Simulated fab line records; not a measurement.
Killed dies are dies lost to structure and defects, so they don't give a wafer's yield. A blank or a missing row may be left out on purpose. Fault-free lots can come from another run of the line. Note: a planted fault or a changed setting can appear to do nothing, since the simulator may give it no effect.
Matching of chambers / flow n5-finfet / N5_BEOL_M7_ETCH_61 on rie-diel-03: 4 sister chambers
The step etches SiARC in CF4, target depth 45.5 nm, time 75.8 s. 4 wafers are shown with their chamber, then 10 later ones without.

WAFERS WITH THEIR CHAMBER
wafer=L082.6; chamber=0; showerhead-plenum-p-Torr (Torr)=2.21
wafer=L088.6; chamber=1; showerhead-plenum-p-Torr (Torr)=2.18
wafer=L086.2; chamber=3; showerhead-plenum-p-Torr (Torr)=2.18
wafer=L086.3; chamber=2; showerhead-plenum-p-Torr (Torr)=2.03

WAFERS WITHOUT THEIR CHAMBER
wafer=L086.6; showerhead-plenum-p-Torr (Torr)=2.21
wafer=L092.2; showerhead-plenum-p-Torr (Torr)=2.21
wafer=L092.3; showerhead-plenum-p-Torr (Torr)=2.18
wafer=L092.6; showerhead-plenum-p-Torr (Torr)=2.21
wafer=L094.2; showerhead-plenum-p-Torr (Torr)=2.18
wafer=L094.3; showerhead-plenum-p-Torr (Torr)=2.18
wafer=L094.4; showerhead-plenum-p-Torr (Torr)=2.28
wafer=L097.2; showerhead-plenum-p-Torr (Torr)=2.18
wafer=L097.4; showerhead-plenum-p-Torr (Torr)=2.28
wafer=L097.5; showerhead-plenum-p-Torr (Torr)=2.18

THE CHAMBER EACH PASSED THROUGH
wafer=L086.6; from the rows above=can't be placed: 0 or 1 or 3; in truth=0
wafer=L092.2; from the rows above=can't be placed: 0 or 1 or 3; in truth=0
wafer=L092.3; from the rows above=can't be placed: 1 or 3 or 0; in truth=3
wafer=L092.6; from the rows above=can't be placed: 0 or 1 or 3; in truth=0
wafer=L094.2; from the rows above=can't be placed: 1 or 3 or 0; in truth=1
wafer=L094.3; from the rows above=can't be placed: 1 or 3 or 0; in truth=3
wafer=L094.4; from the rows above=can't be placed: 0 or 1 or 3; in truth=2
wafer=L097.2; from the rows above=can't be placed: 1 or 3 or 0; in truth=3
wafer=L097.4; from the rows above=can't be placed: 0 or 1 or 3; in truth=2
wafer=L097.5; from the rows above=can't be placed: 1 or 3 or 0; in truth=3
Correct placement for 0 of the 10. Not placeable from these rows: 10 (in 8, the candidates include the true chamber). Wrongly placed: 0.
How it was worked out, from the rows above alone: a wafer's distance from a chamber is the root of the sum, over the readings, of the square of ((its reading less the chamber's mean) divided by the reading's scatter). The wafer belongs to the nearest chamber; if the next one is less than 2 further off, it can't be placed. The mean given for a chamber averages the wafers shown for that chamber. The scatter: with one shown wafer a chamber, the root of the mean of the squares of how far each hidden wafer lies from its nearest shown one.
